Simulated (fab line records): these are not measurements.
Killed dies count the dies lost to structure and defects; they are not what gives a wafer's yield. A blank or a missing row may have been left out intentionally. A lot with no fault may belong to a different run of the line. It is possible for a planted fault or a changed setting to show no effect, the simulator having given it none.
A struck lot beside a sound one -- flow n5-finfet -- 15 steps out of a route of 1938
Sound: these wafers, L593.4, L593.5, L593.6. Struck: wafers L602.3, L602.4. (L602.6 of the same lot was not struck and is left out.) The cause comes at the end.
For every step that has rows: the tool of each side, followed by ch and its chambers, followed by its first start. Under that, the readings that differ: sound wafers -- struck wafers -- difference of the means -- sigmas: that difference in standard deviations of wafers without a fault.
alike: readings whose means differ by less than 2 such deviations, and words and numbers that are the same on both sides. not compared: withheld readings, readings that some wafer has no value for, bounds like >300 that may hide the same value, and numbers for which the record gives no deviation and whose values overlap.
A row with sigmas, a row that says differs or no value, or rows on one side alone: a step with any of these is where the two part. When numbers do not overlap yet have no deviation, they are printed without sigmas and do not part them. A reading that every wafer of one side lacks parts them only if that side has two wafers or more.

N5_SD_ACTIVATION_LSA_01: time 0.0008 s.
  sound on laser-anneal-01 ch 0, day 4 17:01; struck on laser-anneal-01 ch 0, day 6 21:04
  alike: wafer_temp_C_max
N5_SD_ACTIVATION_INSPECT_02: inspects for defects (darkfield).
  sound: defect-inspect-02 at day 4 17:28; struck: defect-inspect-02 at day 6 21:32
  alike: raw-defect-count
N5_ILD0_LINER_00: material SiNx, target thk 4 nm, pulse time 1 s, purge time 2 s.
  sound on ald-sin-03 ch 0,1, day 4 17:42; struck on ald-sin-02 ch 0,3, day 6 21:34
  alike: heater-power-outer-w, heater-power-w, precursor-pulse-height-rel, susceptor-temp-C
then, 2 steps without rows for these wafers: N5_ILD0_FCVD_FILL_01 (material SiO2 flowable, target thk 200 nm, time 328.3 s); N5_ILD0_CURE_02 (time 1800 s).
N5_ILD0_CMP_03: polishes, stops on SiNx, t overpolish 1.9 s, target thk 197.38 nm.
  sound on cmp-03 ch 0,1, day 4 20:04; struck on cmp-02 ch 1,2, day 7 00:01
  alike: motor-current-A, overpolish-run-s, platen-rpm, time-to-endpoint-s
  not compared: pad-life-wafers
N5_ILD0_THK_MEAS_04:
  sound: film-metro-02 at day 4 20:22; struck: film-metro-01 at day 7 00:14
  alike: thk-nm
N5_ILD0_CMP_07: polishes SiO2 flowable, stops on poly-Si, t overpolish 1.18 s, target thk 138.88 nm.
  sound on cmp-04 ch 0,3, day 4 20:23; struck on cmp-03 ch 1,3, day 7 00:18
  alike: motor-current-A, platen-rpm
  not compared: pad-life-wafers
N5_ILD0_THK_MEAS_08:
  sound: film-metro-02 at day 4 20:41; struck: film-metro-01 at day 7 00:33
  alike: thk-nm
then, 1 step without rows for these wafers: N5_ILD0_PRECLEAN_10 (cleans in NF3:NH3, afs cycles 5, time 20 s, sublimation time 60 s).
N5_ILD0_ALD_15: deposits SiNx, target thk 24 nm, pulse time 1 s, ald cycles 480.
  sound on ald-sin-02 ch 0,1,3, day 4 21:24; struck on ald-sin-04 ch 1,2, day 7 01:16
reading,sound,struck,difference,sigmas
ald-cycles,480 480 480,224 224,-256,
model.SiNx_of_ILD0_ALD_15.thk-nm (nm),24.2 24 24,11 11.2,-13,
  alike: heater-power-outer-w, heater-power-w, precursor-pulse-height-rel, susceptor-temp-C
N5_ILD0_CMP_12: polishes SiNx, stops on poly-Si, t overpolish 6 s, target thk 17.67 nm.
  sound on cmp-02 ch 0,3, day 4 23:36; struck on cmp-03 ch 0,3, day 7 03:31
reading,sound,struck,difference,sigmas
time-to-endpoint-s (s),32 27 32,7 9,-22,-6
model.SiNx_of_ILD0_ALD_15.thk-nm (nm),18 18.2 18.4,11 11.2,-7,
  alike: motor-current-A, platen-rpm
  not compared: pad-life-wafers
N5_ILD0_THK_MEAS_13:
  sound: film-metro-02 at day 4 23:53; struck: film-metro-02 at day 7 03:46
reading,sound,struck,difference,sigmas
thk-nm (nm),18.0 18.2 18.3,11.0 11.3,-7.0,-5
N5_ILD0_INSPECT_06: inspects for defects (darkfield).
  sound: defect-inspect-02 at day 4 23:55; struck: defect-inspect-01 at day 7 03:47
  alike: raw-defect-count
-- the record jumps here: 8 days lie between the struck wafers' starts before and after (it left off in module ILD0 and takes up again in module PASSIVATION, whose first step shown is number 1936 of the route) --
N5_PASSIVATION_PROBE_49:
  rows exist in the record for the struck wafers here (prober-01, day 15 14:26), but not for the sound ones

## WHERE THEY PART
Last at N5_PASSIVATION_PROBE_49 as far as this record goes, first at N5_ILD0_CMP_12.

WHY: what the simulator had put in
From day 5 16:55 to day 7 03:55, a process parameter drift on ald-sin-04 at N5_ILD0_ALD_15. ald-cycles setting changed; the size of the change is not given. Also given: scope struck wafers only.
